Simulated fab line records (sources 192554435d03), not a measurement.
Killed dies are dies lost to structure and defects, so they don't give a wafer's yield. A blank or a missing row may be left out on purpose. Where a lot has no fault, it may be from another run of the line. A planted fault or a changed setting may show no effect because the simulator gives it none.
fab line records	flow n5-finfet
record lots=8	wafers=24	last-day=17
route steps=1938 shown STI_FIN_REVEAL@208 DUMMY_GATE@240 BEOL_M4@1111 PASSIVATION@1936
lots untouched by any fault: they come from a run of this same line in which no faults occurred
start-h: hours from the record's first day to the start of the lot's first wafer shown	wait-h: hours from the lot's prior step to this one	" same as the row above	L1.1+2: a single row standing in for several wafers	- value missing, or start not given	* or withheld: withheld	< > ~ a bound
route shown NAME@n: a module of which the file shows steps, and the number in the route of the first	usual: mean and standard deviation over wafers with no fault	same: alike in all rows	chamber/n: place in a boat	sites: per-site readings	_std_site: their standard deviation	_edge_site: inner sites' mean taken away from outer sites' mean	radius-mm: for every site, how far away it sits from the centre of the wafer	mask NAME#n: copy n	behind: the last tool/chamber to shape the wafer	hold: why the lot went on hold/how many hours it stayed there/how the hold came to an end	device: transistor that didn't switch, given as n, p or np	end of line: tests run on the same wafers once the route is complete	a step without rows: its recipe alone	killed: count of dies lost to structure and defects at first sort (not the wafer's yield)	map: a wafer's dies, x killed, . not, _ none there
set.NAME: the setting as run; set.NAME@STEP: as run at that earlier step	model.NAME: the simulator's own value behind a step, which no gauge read
a sample of lots followed through the steps of the route, with each step as a table and each wafer as a row
services: a tool's chamber out of use, with start hour (start-h, from the record's first day; less than 0 if before it), hours out, and reason
## steps
# step N5_STI_FIN_REVEAL_FIN_H_MEAS_10
# usual trench-depth-nm=51.6/0.75
lot.wafer	tool	chamber	start-h	wait-h	trench-depth-nm
L469.2	ocd-02	-	54.53	0.0	51.6
L469.5	"	-	"	"	50.1
L469.6	"	-	"	"	50.4
L472.2	ocd-01	-	72.67	0.0	51.2
L472.5	"	-	"	"	51.3
L472.6	"	-	"	"	52.2
L478.1	ocd-01	-	114.60	0.0	51.8
L478.5	"	-	"	"	51.4
L478.6	"	-	"	"	52.2
L479.1	ocd-02	-	117.50	0.0	53.2
L479.3	"	-	"	"	52.3
L479.6	"	-	"	"	52.2
L482.1	ocd-02	-	135.54	0.0	52.3
L482.3	"	-	"	"	52.4
L482.4	"	-	"	"	53.3
L483.1	ocd-01	-	139.70	0.0	51.4
L483.2	"	-	"	"	51.9
L483.3	"	-	"	"	52.5
L484.1	ocd-01	-	145.55	0.0	50.9
L484.4	"	-	"	"	51.9
L484.6	"	-	"	"	51.3
L487.3	ocd-02	-	163.06	0.0	51.9
L487.5	"	-	"	"	52.4
L487.6	"	-	"	"	52.7
# step N5_DUMMY_GATE_TRIM_49
# recipe chemistry=O2	resist=SOC	time-s=29	target-cd-nm=14	source-power-w=300	bias-power-w=0	O2_flow_sccm=100	temp-c=20
# usual drypump-motor-current-A=5.8/0.41	oes-product-au=0.988/0.016	throttle-valve-pct=8.22/0.12
lot.wafer	tool	chamber	start-h	wait-h	drypump-motor-current-A	oes-product-au	rf-hours-counter-h	throttle-valve-pct
L469.2	rie-si-05	2	63.91	0.0	5.6	0.975	182	8.32
L469.5	"	2	"	"	5.6	0.968	-	8.31
L469.6	"	3	"	"	5.6	1.006	-	8.22
L472.2	rie-si-05	3	82.44	0.0	5.7	1.013	144	8.22
L472.5	"	0	"	"	6.4	0.978	-	8.00
L472.6	"	3	"	"	5.7	1.022	-	8.21
L478.1	rie-si-05	2	125.49	0.0	5.6	0.700	183	8.34
L478.5	"	2	"	"	5.6	0.978	-	8.34
L478.6	"	1	"	"	6.4	0.701	-	8.11
L479.1	rie-si-02	0	126.51	0.0	5.4	1.002	58	8.37
L479.3	"	1	"	"	5.8	1.005	94	8.36
L479.6	"	0	"	"	5.4	0.993	-	8.37
L482.1	rie-si-05	1	144.55	0.0	6.4	0.697	133	8.12
L482.3	"	3	"	"	5.7	0.720	145	8.21
L482.4	"	1	"	"	6.4	0.968	-	8.12
L483.1	rie-si-04	2	148.61	0.0	6.2	0.979	160	8.30
L483.2	"	1	"	"	5.4	0.992	66	8.22
L483.3	"	3	"	"	5.0	0.989	165	8.13
L484.1	rie-si-02	1	154.81	0.0	5.8	0.987	95	8.36
L484.4	"	0	"	"	5.4	1.000	58	8.37
L484.6	"	3	"	"	6.1	0.983	-	8.20
L487.3	rie-si-02	2	172.28	0.0	5.3	1.001	118	8.29
L487.5	"	2	"	"	5.3	0.999	-	8.27
L487.6	"	1	"	"	5.8	0.993	-	8.36
# step N5_DUMMY_GATE_CD_MEAS_50
# recipe target-cd-nm=14
# usual cd-nm=14.1/0.35
lot.wafer	tool	chamber	start-h	wait-h	cd-nm
L469.2	cd-sem-03	-	64.06	0.0	13.6
L469.5	"	-	"	"	13.9
L469.6	"	-	"	"	14.2
L472.2	cd-sem-02	-	82.59	0.0	14.2
L472.5	"	-	"	"	14.0
L472.6	"	-	"	"	13.9
L478.1	cd-sem-03	-	125.64	0.0	18.2
L478.5	"	-	"	"	13.7
L478.6	"	-	"	"	18.0
L479.1	cd-sem-01	-	126.73	0.0	13.5
L479.3	"	-	"	"	14.4
L479.6	"	-	"	"	14.0
L482.1	cd-sem-03	-	144.70	0.0	18.4
L482.3	"	-	"	"	18.2
L482.4	"	-	"	"	14.1
L483.1	cd-sem-03	-	148.76	0.0	14.4
L483.2	"	-	"	"	14.5
L483.3	"	-	"	"	13.8
L484.1	cd-sem-01	-	154.96	0.0	14.3
L484.4	"	-	"	"	14.4
L484.6	"	-	"	"	14.3
L487.3	cd-sem-03	-	172.44	0.0	13.3
L487.5	"	-	"	"	14.1
L487.6	"	-	"	"	14.3
# step N5_DUMMY_GATE_HM_OPEN_21
# recipe chemistry=CH3F/O2	target=SiNx	target-depth-a=1200	Ar_flow_sccm=150	CH3F_flow_sccm=30	O2_flow_sccm=23	time-s=171.4	pressure-mtorr=30	source-w=395	bias-w=73	ion-energy-ev=120.7
# usual drypump-motor-current-A=5.6/0.41	oes_ar_750_au=0.80/0.1	oes_o_777_au=0.80/0.1	oes-product-au=0.81/0.11	rf-vpp-V=301/4.1	showerhead-plenum-p-Torr=2.02/0.076	throttle-valve-pct=16.54/0.2
lot.wafer	tool	chamber	start-h	wait-h	drypump-motor-current-A	oes_ar_750_au	oes_o_777_au	oes-product-au	rf-hours-counter-h	rf-vpp-V	showerhead-plenum-p-Torr	throttle-valve-pct
L469.2	rie-diel-02	3	64.34	0.0	5.7	0.69	0.69	0.68	248	301	1.99	16.84
L469.5	"	2	"	"	5.8	0.93	0.94	0.94	-	307	2.14	16.21
L469.6	"	3	"	"	5.7	0.69	0.70	0.69	-	301	1.99	16.84
L472.2	rie-diel-02	0	82.72	0.0	5.7	0.75	0.74	0.73	162	304	2.02	16.68
L472.5	"	0	"	"	5.7	0.74	0.74	0.74	-	304	2.02	16.70
L472.6	"	2	"	"	5.8	0.93	0.93	0.94	-	306	2.14	16.22
L478.1	rie-diel-02	2	125.78	0.0	5.8	0.90	0.90	0.90	17	307	2.13	16.24
L478.5	"	0	"	"	5.7	0.74	0.74	0.73	-	303	2.02	16.71
L478.6	"	3	"	"	5.7	0.97	0.97	0.99	-	303	1.99	16.36
L479.1	rie-diel-02	3	126.88	0.0	5.7	0.97	0.97	0.99	5	301	1.99	16.39
L479.3	"	2	"	"	5.9	0.90	0.90	0.90	18	306	2.13	16.22
L479.6	"	2	"	"	5.8	0.90	0.90	0.91	-	305	2.13	16.22
L482.1	rie-diel-05	3	144.84	0.0	5.9	0.86	0.85	0.89	34	301	2.14	16.25
L482.3	"	0	"	"	5.4	0.69	0.69	0.70	216	309	1.90	16.52
L482.4	"	1	"	"	6.3	0.69	0.68	0.70	187	299	2.00	16.71
L483.1	rie-diel-02	1	148.89	0.0	5.1	1.00	1.00	1.00	0	302	2.00	16.48
L483.2	"	0	"	"	5.7	0.73	0.73	0.73	178	303	2.02	16.74
L483.3	"	3	"	"	5.7	0.94	0.94	0.96	12	302	1.98	16.39
L484.1	rie-diel-02	3	155.10	0.0	5.7	0.93	0.94	0.95	14	301	1.98	16.41
L484.4	"	1	"	"	5.1	0.98	0.97	0.98	2	302	1.99	16.48
L484.6	"	2	"	"	5.8	0.89	0.89	0.89	-	306	2.13	16.24
L487.3	rie-diel-02	2	172.57	0.0	5.8	0.88	0.87	0.88	30	305	2.13	16.24
L487.5	"	3	"	"	5.7	0.93	0.92	0.95	-	302	1.98	16.40
L487.6	"	2	"	"	5.9	0.88	0.87	0.87	-	306	2.13	16.24
# step N5_DUMMY_GATE_CD_MEAS_24
# recipe target-cd-nm=15
# usual cd-nm=15.0/0.32
lot.wafer	tool	chamber	start-h	wait-h	cd-nm
L469.2	cd-sem-01	-	64.71	0.1	14.6
L469.5	"	-	"	"	15.2
L469.6	"	-	"	"	15.0
L472.2	cd-sem-01	-	83.08	0.1	15.0
L472.5	"	-	"	"	15.1
L472.6	"	-	"	"	15.1
L478.1	cd-sem-01	-	126.14	0.1	18.8
L478.5	"	-	"	"	15.1
L478.6	"	-	"	"	19.0
L479.1	cd-sem-01	-	127.24	0.1	14.6
L479.3	"	-	"	"	15.1
L479.6	"	-	"	"	14.6
L482.1	cd-sem-01	-	145.20	0.1	19.7
L482.3	"	-	"	"	19.5
L482.4	"	-	"	"	16.1
L483.1	cd-sem-03	-	149.25	0.1	15.3
L483.2	"	-	"	"	15.0
L483.3	"	-	"	"	14.7
L484.1	cd-sem-02	-	155.46	0.1	14.9
L484.4	"	-	"	"	15.3
L484.6	"	-	"	"	14.5
L487.3	cd-sem-03	-	172.93	0.1	15.0
L487.5	"	-	"	"	15.0
L487.6	"	-	"	"	14.7
# step N5_DUMMY_GATE_STRIP_48
# recipe chemistry=N2/H2	time-s=20	power-w=100	temp-c=40	pressure-mtorr=100	rf-frequency-hz=6e+07	bias-power-w=3	n2-flow-sccm=300	h2-flow-sccm=300
# usual drypump-motor-current-A=5.7/0.45	oes-product-au=0.80/0.099	rf-vpp-V=45.4/0.84	showerhead-plenum-p-Torr=3.39/0.13	throttle-valve-pct=12.33/0.23
lot.wafer	tool	chamber	start-h	wait-h	drypump-motor-current-A	oes-product-au	rf-hours-counter-h	rf-vpp-V	showerhead-plenum-p-Torr	throttle-valve-pct
L469.2	rie-diel-04	1	64.81	0.0	5.2	0.73	190	46.8	3.35	12.28
L469.5	"	3	"	"	6.2	0.82	-	46.1	3.31	12.42
L469.6	"	0	"	"	4.8	0.69	-	45.4	3.21	12.48
L472.2	rie-diel-04	0	83.17	0.0	4.8	0.69	232	45.0	3.21	12.48
L472.5	"	2	"	"	6.2	0.93	-	45.7	3.59	12.21
L472.6	"	0	"	"	4.8	0.68	-	43.4	3.21	12.47
L478.1	rie-diel-05	0	126.23	0.0	5.4	0.71	210	44.6	3.24	12.58
L478.5	"	2	"	"	5.5	0.84	-	45.5	3.28	12.11
L478.6	"	1	"	"	6.3	0.71	-	45.1	3.38	12.58
L479.1	rie-diel-05	3	127.46	0.0	5.9	0.90	29	45.7	3.59	11.94
L479.3	"	1	"	"	6.3	0.72	182	44.9	3.38	12.57
L479.6	"	1	"	"	6.3	0.72	-	45.6	3.38	12.57
L482.1	rie-diel-02	3	145.29	0.0	5.7	0.97	11	45.0	3.34	12.17
L482.3	"	2	"	"	5.8	0.89	24	45.9	3.59	12.09
L482.4	"	0	"	"	5.7	0.72	-	45.5	3.37	12.46
L483.1	rie-diel-04	1	149.35	0.0	5.2	0.71	213	45.4	3.33	12.34
L483.2	"	3	"	"	6.2	0.80	109	46.5	3.29	12.48
L483.3	"	2	"	"	6.2	0.88	28	46.1	3.58	12.26
L484.1	rie-diel-04	1	155.56	0.0	5.2	0.72	216	44.7	3.33	12.37
L484.4	"	3	"	"	6.2	0.80	-	44.8	3.29	12.49
L484.6	"	1	"	"	5.1	0.72	-	45.4	3.33	12.33
L487.3	rie-diel-04	0	173.02	0.0	4.8	0.96	2	45.9	3.61	11.88
L487.5	"	3	"	"	6.2	0.80	-	45.9	3.29	12.50
L487.6	"	0	"	"	4.8	0.94	-	45.4	3.61	11.90
# step N5_BEOL_M4_RC_MEAS_101
# usual DIBL_N=36.4/1.6	DIBL_P=36.2/1.8	IOFF_N=0.159/0.029	IOFF_P=0.21/0.034	ION_N=670/12	ION_P=459/8.2	SS_N=71.5/0.59	SS_P=73.2/0.54	VT_N=250/3.3	VT_P=-250/3.7
lot.wafer	tool	chamber	start-h	wait-h	DIBL_N[mV/V]	DIBL_P[mV/V]	IOFF_N[nA/um]	IOFF_P[nA/um]	ION_N[uA/um]	ION_P[uA/um]	SS_N[mV/dec]	SS_P[mV/dec]	VT_N[mV]	VT_P[mV]
L469.2	prober-02	0	209.13	0.2	38.1	36.5	0.204	0.25	697	472	72.2	73.0	248	-247
L469.5	"	0	"	"	39.7	38.4	0.260	0.31	698	477	72.9	73.5	243	-241
L469.6	"	0	"	"	37.4	35.3	0.191	0.24	683	469	72.1	73.2	247	-247
L472.2	prober-01	0	216.72	0.2	35.7	36.0	0.152	0.24	668	469	71.6	73.0	248	-247
L472.5	"	0	"	"	37.6	38.7	0.200	0.28	680	470	71.9	73.7	246	-248
L472.6	"	0	"	"	37.2	38.2	0.187	0.27	688	472	72.0	74.3	244	-246
L478.5	prober-01	0	273.05	0.6	36.7	34.4	0.149	0.19	656	459	71.7	72.9	253	-251
L479.1	prober-02	0	278.25	0.0	39.6	38.4	0.228	0.24	701	467	72.1	73.0	246	-248
L479.3	"	0	"	"	37.1	35.3	0.165	0.20	671	455	71.9	73.3	248	-252
L479.6	"	0	"	"	38.9	36.7	0.199	0.22	681	456	71.9	73.1	248	-251
L482.4	prober-01	0	288.49	0.5	33.8	33.9	0.137	0.18	670	464	70.4	73.3	250	-250
L484.1	prober-01	0	290.31	0.0	38.3	39.3	0.193	0.27	676	464	72.3	73.4	247	-246
L484.4	"	0	"	"	35.2	37.0	0.148	0.23	677	467	70.9	73.4	249	-246
L484.6	"	0	"	"	37.8	40.3	0.189	0.29	679	473	72.2	74.0	245	-243
L483.1	prober-01	0	293.59	0.0	36.0	35.5	0.161	0.20	663	454	71.7	72.9	253	-254
L483.2	"	0	"	"	34.9	33.7	0.129	0.17	654	449	71.8	72.5	257	-254
L483.3	"	0	"	"	36.2	38.1	0.158	0.23	675	464	72.1	73.4	253	-251
L487.3	prober-02	0	311.25	0.3	35.5	34.9	0.113	0.14	649	443	71.2	72.3	257	-262
L487.5	"	0	"	"	38.6	39.7	0.190	0.20	673	453	72.2	73.7	250	-253
L487.6	"	0	"	"	36.9	37.1	0.152	0.16	675	455	71.9	72.9	251	-258
# step N5_PASSIVATION_PROBE_49
# usual defect-limited-yield=91.1/1.5	killed_at_M0_to_M3=33/9.9	killed_at_M4_up=14/5.2	killed-at-contacts=12/6.7	killed-at-front-end=43/13	killed-at-other=3.4/2.7	killed-dies=105/17	killed-on-rim=14/4.2	killed-open=69/13	killed-short=33/7.5	sort_bin_5_function=5.2/0.91	sort_bin_6_memory=3.3/0.71	sort_bin_8_speed=0.00/0.032	sort-n-pass=1075/17	sort-yield-pct=91.1/1.5
# same gross-dies=1180	killed-at-back-side=0	sort_bin_4_leakage[%]=0
lot.wafer	tool	chamber	start-h	wait-h	defect-limited-yield[%]	killed_at_M0_to_M3	killed_at_M4_up	killed-at-contacts	killed-at-front-end	killed-at-other	killed-dies	killed-on-rim	killed-open	killed-short	sort_bin_5_function[%]	sort_bin_6_memory[%]	sort_bin_8_speed[%]	sort-n-pass	sort-yield-pct[%]
L472.2	prober-01	-	328.84	0.1	92.9	21	6	12	44	1	84	10	58	23	4.3	2.5	0	1096	92.9
L472.5	prober-01	-	328.99	0.2	90.8	30	14	18	47	0	109	16	70	38	5.2	3.4	0	1071	90.8
L472.6	prober-01	-	329.04	0.3	91.0	26	7	15	56	2	106	11	51	54	4.8	3.7	0	1074	91.0
L478.1	prober-02	-	370.08	0.0	0.8	24	14	22	1109	2	1171	145	76	42	5.7	4.2	0.34	5	0.4
L478.5	prober-02	-	370.28	0.2	91.8	26	8	17	43	3	97	14	71	26	4.6	3.6	0	1083	91.8
L478.6	prober-02	-	370.33	0.3	0	33	14	23	1107	3	1180	152	85	37	5.8	4.0	0	0	0
L484.1	prober-02	-	388.19	0.0	93.1	29	7	3	38	5	82	11	54	28	4.0	2.8	0	1098	93.1
L484.4	prober-02	-	388.34	0.2	91.5	31	16	14	34	5	100	16	63	33	4.5	3.6	0	1080	91.5
L484.6	prober-02	-	388.44	0.3	90.0	22	16	19	60	1	118	13	80	36	5.3	4.3	0	1062	90.0
L482.1	prober-01	-	396.81	0.0	0.5	41	27	23	1080	3	1174	149	85	27	5.8	3.5	0.34	2	0.2
L482.3	prober-01	-	396.91	0.1	0.1	37	21	29	1083	9	1179	151	94	38	6.7	4.2	0	1	0.1
L482.4	prober-01	-	396.96	0.2	92.4	30	22	19	17	2	90	7	69	19	4.9	2.5	0	1090	92.4
# killed by level:class
L472.2 STI_FIN_REVEAL:geometric-particle:open=12 MOL_CONTACT_COAG:geometric-particle:open=9 FIN_SAQP:geometric-particle:open=8 FIN_SAQP:geometric-particle:short=8 BEOL_M3:geometric-particle:open=8 STARTING-WAFER:geometric-particle:open=4 DUMMY_GATE:geometric-particle:open=4 MOL_CONTACT_COAG:geometric-particle:short=3
L472.5 MOL_CONTACT_COAG:geometric-particle:open=14 BEOL_M3:geometric-particle:open=11 STI_FIN_REVEAL:geometric-particle:open=10 FIN_SAQP:geometric-particle:open=8 FIN_SAQP:geometric-particle:short=8 BEOL_M4:geometric-particle:open=8 BEOL_M3:geometric-particle:short=5 GATE_CUT:geometric-particle:open=4
L472.6 FIN_SAQP:geometric-particle:short=16 BEOL_M0_SAQP:geometric-particle:short=16 STI_FIN_REVEAL:geometric-particle:open=11 MOL_CONTACT_COAG:geometric-particle:open=11 FIN_SAQP:geometric-particle:open=6 DUMMY_GATE:geometric-particle:open=5 ILD0:geometric-particle:short=4 GATE_CUT:geometric-particle:short=4
L478.1 DUMMY_GATE:area-trim=1053 MOL_CONTACT_COAG:geometric-particle:open=22 STI_FIN_REVEAL:geometric-particle:open=18 FIN_SAQP:geometric-particle:short=13 FIN_SAQP:geometric-particle:open=12 BEOL_M0_SAQP:geometric-particle:short=11 BEOL_M4:geometric-particle:open=7 BEOL_M2:geometric-particle:short=5
L478.5 STI_FIN_REVEAL:geometric-particle:open=29 MOL_CONTACT_COAG:geometric-particle:open=13 BEOL_M2:geometric-particle:open=7 BEOL_M0_SAQP:geometric-particle:open=6 BEOL_M0_SAQP:geometric-particle:short=5 BEOL_M3:geometric-particle:open=5 MOL_CONTACT_COAG:geometric-particle:short=4 STARTING-WAFER:geometric-particle:short=3
L478.6 DUMMY_GATE:area-trim=1058 FIN_SAQP:geometric-particle:open=18 MOL_CONTACT_COAG:geometric-particle:open=16 STI_FIN_REVEAL:geometric-particle:open=13 BEOL_M2:geometric-particle:open=11 MOL_CONTACT_COAG:geometric-particle:short=7 BEOL_M0_SAQP:geometric-particle:short=5 BEOL_M3:geometric-particle:short=5
L484.1 STI_FIN_REVEAL:geometric-particle:open=8 BEOL_M2:geometric-particle:open=8 FIN_SAQP:geometric-particle:short=7 STARTING-WAFER:geometric-particle:open=7 BEOL_M1:geometric-particle:open=6 BEOL_M3:geometric-particle:open=5 FIN_SAQP:geometric-particle:open=4 MOL_CONTACT_COAG:geometric-particle:open=3
L484.4 MOL_CONTACT_COAG:geometric-particle:open=11 BEOL_M2:geometric-particle:open=11 STI_FIN_REVEAL:geometric-particle:open=9 FIN_SAQP:geometric-particle:short=6 BEOL_M3:geometric-particle:open=6 BEOL_M4:geometric-particle:open=5 FIN_SAQP:geometric-particle:open=4 STARTING-WAFER:geometric-particle:short=4
L484.6 STI_FIN_REVEAL:geometric-particle:open=19 MOL_CONTACT_COAG:geometric-particle:open=14 BEOL_M4:geometric-particle:open=10 FIN_SAQP:geometric-particle:short=8 BEOL_M3:geometric-particle:open=7 STI_FIN_REVEAL:geometric-particle:short=6 FIN_SAQP:geometric-particle:open=5 MOL_CONTACT_COAG:geometric-particle:short=5
L482.1 DUMMY_GATE:area-trim=1061 MOL_CONTACT_COAG:geometric-particle:open=17 BEOL_M0_SAQP:geometric-particle:open=13 BEOL_M2:geometric-particle:open=12 BEOL_M4:geometric-particle:open=12 MOL_CONTACT_COAG:geometric-particle:short=6 BEOL_M1:geometric-particle:open=5 BEOL_M4:geometric-particle:short=5
L482.3 DUMMY_GATE:area-trim=1045 MOL_CONTACT_COAG:geometric-particle:open=26 BEOL_M3:geometric-particle:open=13 STI_FIN_REVEAL:geometric-particle:open=9 BEOL_M0_SAQP:geometric-particle:short=7 BEOL_M4:geometric-particle:open=7 BEOL_M0_SAQP:geometric-particle:open=6 FIN_SAQP:geometric-particle:short=5
L482.4 MOL_CONTACT_COAG:geometric-particle:open=16 BEOL_M4:geometric-particle:open=12 BEOL_M3:geometric-particle:open=7 BEOL_M0:geometric-particle:open=6 STI_FIN_REVEAL:geometric-particle:open=5 BEOL_M2:geometric-particle:open=5 BEOL_M0_SAQP:geometric-particle:short=4 MOL_CONTACT_COAG:geometric-particle:short=3
## services
tool	chamber	start-h	hours	kind
rie-diel-04	2	42.21	-	clean
rie-diel-04	2	42.21	-	consumable-replace:focus-ring
rie-diel-04	2	42.21	-	consumable-replace:showerhead
rie-diel-05	0	44.41	2.8	repair
rie-diel-05	1	45.34	8.6	repair
rie-si-05	1	52.46	7.0	repair
rie-si-04	-	68.62	2.7	repair
rie-diel-02	3	77.62	-	clean
rie-diel-02	3	77.62	-	consumable-replace:focus-ring
rie-diel-02	3	77.62	12.6	scheduled-down
rie-diel-02	3	77.62	12.6	vent-cycle
rie-diel-04	1	80.68	3.3	repair
rie-si-05	3	85.47	14.4	repair
rie-diel-02	-	110.04	15.6	pm
rie-si-04	0	115.10	8.9	repair
rie-si-02	3	117.12	13.7	repair
rie-si-04	1	121.01	2.2	repair
rie-diel-02	1	126.64	-	clean
rie-diel-02	1	126.64	-	consumable-replace:focus-ring
rie-diel-02	1	126.64	20.7	scheduled-down
rie-diel-02	1	126.64	20.7	vent-cycle
rie-diel-04	3	138.80	6.5	repair
rie-si-05	2	142.14	3.9	repair
rie-diel-02	2	146.85	7.3	repair
## key
first-sign step=N5_DUMMY_GATE_TRIM_49	reading=oes-product-au	direction=down	sigmas=18	usual=0.988	struck=0.704
effect step=N5_DUMMY_GATE_CD_MEAS_50	reading=cd-nm	direction=up	sigmas=12	usual=14.1	struck=18.2
effect step=N5_DUMMY_GATE_CD_MEAS_24	reading=cd-nm	direction=up	sigmas=13	usual=15.0	struck=19.3
effect step=N5_PASSIVATION_PROBE_49	reading=killed-at-front-end	direction=up	sigmas=82	usual=43	struck=1095
more-kills-born-at N5_DUMMY_GATE_TRIM_49@rie-si-05=4217
met-at N5_DUMMY_GATE_TRIM_49
struck-lots L478,L482
struck-wafers L478.1,L478.6,L482.1,L482.3
later-rows-left-out L478.1,L478.6,L482.1,L482.3
not-acting-at N5_STI_FIN_REVEAL_FIN_H_MEAS_10,N5_DUMMY_GATE_HM_OPEN_21,N5_DUMMY_GATE_STRIP_48
onset-between 82.44 125.49
fault kind=process-parameter-drift	tool=rie-si-05	chamber=-	onset-h=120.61	steps=N5_DUMMY_GATE_TRIM_49	channel=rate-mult	offset=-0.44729	shape=step	end-h=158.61	scope=struck-wafers-only
# later-rows-left-out: the simulator's readings of these wafers behind a module that went badly wrong aren't trusted and aren't shown, but for the sort
